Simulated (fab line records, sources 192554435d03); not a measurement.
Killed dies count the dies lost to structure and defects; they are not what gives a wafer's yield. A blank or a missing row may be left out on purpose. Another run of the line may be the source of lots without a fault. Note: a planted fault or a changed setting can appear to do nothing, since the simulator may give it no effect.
Matching of chambers -- flow n5-finfet -- N5_BEOL_M15_ETCH_59 on rie-diel-03: 4 sister chambers
The step etches BARC in N2/H2, target depth 89 nm, overetch 26.7 nm, time 67.9 s. 16 wafers are shown with their chamber, then 8 later ones without.

== WAFERS WITH THEIR CHAMBER ==
wafer,chamber,drypump-motor-current-A (A),showerhead-plenum-p-Torr (Torr),throttle-valve-pct (%)
L076.3,1,5.6,2.38,17.9
L076.5,2,6.6,2.57,17.4
L076.6,1,5.7,2.38,17.9
L074.2,0,6.2,2.50,17.5
L074.4,3,5.7,2.61,18.2
L074.5,1,5.7,2.38,17.9
L080.3,2,6.6,2.56,17.4
L080.4,2,6.6,2.56,17.4
L080.6,1,5.7,2.38,17.9
L083.2,1,5.7,2.38,17.9
L083.5,2,6.6,2.56,17.4
L083.6,1,5.7,2.38,17.9
L085.1,1,5.7,2.38,17.9
L085.4,2,6.6,2.56,17.4
L085.5,0,6.2,2.49,17.6
L086.1,1,5.7,2.38,17.9

SIGNATURES (means of the wafers above)
reading,chamber 0,chamber 1,chamber 2,chamber 3,scatter within a chamber
drypump-motor-current-A,6.200,5.688,6.600,5.700,0.027
showerhead-plenum-p-Torr,2.4950,2.3800,2.5620,2.6100,0.00329
throttle-valve-pct,17.550,17.900,17.400,18.200,0.0204
Rule: for each reading, subtract the chamber's mean from the wafer's reading, divide by that reading's scatter and square the result; add these up over the readings and take the root, which gives the wafer's distance from the chamber. The wafer belongs to the nearest chamber; if the next one is less than 2 further off, it can't be placed. The scatter is the square root of a quotient: the sum, over the shown wafers, of each reading's squared deviation from its chamber's mean, divided by wafers minus chambers.

== WAFERS WITHOUT THEIR CHAMBER ==
wafer,drypump-motor-current-A (A),showerhead-plenum-p-Torr (Torr),throttle-valve-pct (%)
L086.2,6.2,2.49,17.6
L086.6,6.2,2.49,17.5
L087.1,6.6,2.56,17.4
L087.2,6.2,2.49,17.6
L087.4,5.7,2.37,17.9
L095.1,6.2,2.48,17.6
L095.2,5.7,2.60,17.8
L095.5,5.7,2.37,18.0

== CHAMBER TAKEN BY EACH ==
wafer,from the rows above,in truth
L086.2,0,0
L086.6,0,0
L087.1,2,2
L087.2,0,0
L087.4,1,1
L095.1,0,0
L095.2,3,3
L095.5,1,1
Correct placement for 8 of the 8. From these rows, 0 cannot be placed. 0 placed wrongly.
